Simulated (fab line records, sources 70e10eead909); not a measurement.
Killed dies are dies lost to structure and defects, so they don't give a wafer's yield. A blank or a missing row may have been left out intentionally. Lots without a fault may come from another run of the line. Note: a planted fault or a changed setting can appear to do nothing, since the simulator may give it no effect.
Chamber matching | flow nand harc | rie diel-01 running NHARC_P_GATE_DESCUM_61: 4 sister chambers
The step chemistry O2, time 3 s. 18 wafers are shown with their chamber, then 9 later ones without.

## EACH WAFER AND ITS CHAMBER
wafer  | chamber | showerhead plenum p Torr (Torr) | drypump motor current A (A) | oes product au (a.u.)
L998.1 | 0       | 1.97                            | 6.17                        | 0.996
L998.2 | 3       | 1.78                            | 5.69                        | 0.994
L998.6 | 0       | 1.97                            | 6.18                        | 0.995
L997.1 | 2       | 2.02                            | 5.70                        | 0.987
L997.4 | 0       | 1.97                            | 6.16                        | 0.993
L997.6 | 2       | 2.02                            | 5.71                        | 0.989
L999.1 | 3       | 1.78                            | 5.67                        | 1.007
L999.2 | 1       | 2.01                            | 5.90                        | 1.009
L999.3 | 0       | 1.97                            | 6.17                        | 1.007
L100.2 | 2       | 2.02                            | 5.69                        | 1.000
L100.4 | 0       | 1.96                            | 6.16                        | 1.004
L100.6 | 2       | 2.02                            | 5.71                        | 1.000
L102.1 | 2       | 2.02                            | 5.68                        | 0.994
L102.2 | 0       | 1.96                            | 6.17                        | 1.010
L102.6 | 1       | 2.01                            | 5.83                        | 1.008
L106.1 | 2       | 2.01                            | 5.70                        | 0.994
L106.3 | 1       | 2.01                            | 5.83                        | 1.003
L106.5 | 3       | 1.78                            | 5.72                        | 1.001

SIGNATURES, as means of the wafers listed above
reading                  | chamber 0 | chamber 1 | chamber 2 | chamber 3 | scatter within a chamber
showerhead plenum p Torr | 1.9667    | 2.0100    | 2.0183    | 1.7800    | 0.00393
drypump motor current A  | 6.1683    | 5.8533    | 5.6983    | 5.6933    | 0.0198
oes product au           | 1.00083   | 1.00667   | 0.99400   | 1.00067   | 0.00599
Rule: for each reading, subtract the chamber's mean from the wafer's reading, divide by that reading's scatter and square the result; add these up over the readings and take the root, which gives the wafer's distance from the chamber. If the next closest chamber is less than 2 further off than the closest, the wafer can't be placed; otherwise it belongs to the closest. The scatter: the root of (the sum of the squares of (reading less its chamber's mean) over the shown wafers, divided by (wafers less chambers)).

## WAFERS WITHOUT THEIR CHAMBER
wafer  | showerhead plenum p Torr (Torr) | drypump motor current A (A) | oes product au (a.u.)
L107.1 | 2.01                            | 5.93                        | 0.997
L107.2 | 1.96                            | 6.17                        | 1.016
L107.4 | 2.02                            | 5.73                        | 0.999
L110.3 | 1.96                            | 6.16                        | 1.008
L110.4 | 2.01                            | 5.69                        | 0.995
L110.5 | 2.01                            | 5.87                        | 1.008
L116.1 | 1.77                            | 5.67                        | 0.998
L116.2 | 2.00                            | 5.96                        | 1.003
L116.3 | 2.01                            | 5.67                        | 0.997

## THE CHAMBER EACH PASSED THROUGH
wafer  | from the rows above | in truth
L107.1 | 1                   | 1
L107.2 | 0                   | 0
L107.4 | 2                   | 2
L110.3 | 0                   | 0
L110.4 | 2                   | 2
L110.5 | 1                   | 1
L116.1 | 3                   | 3
L116.2 | 1                   | 1
L116.3 | 2                   | 2
9 of 9 placed correctly. From these rows, 0 cannot be placed. Placed wrongly: 0.
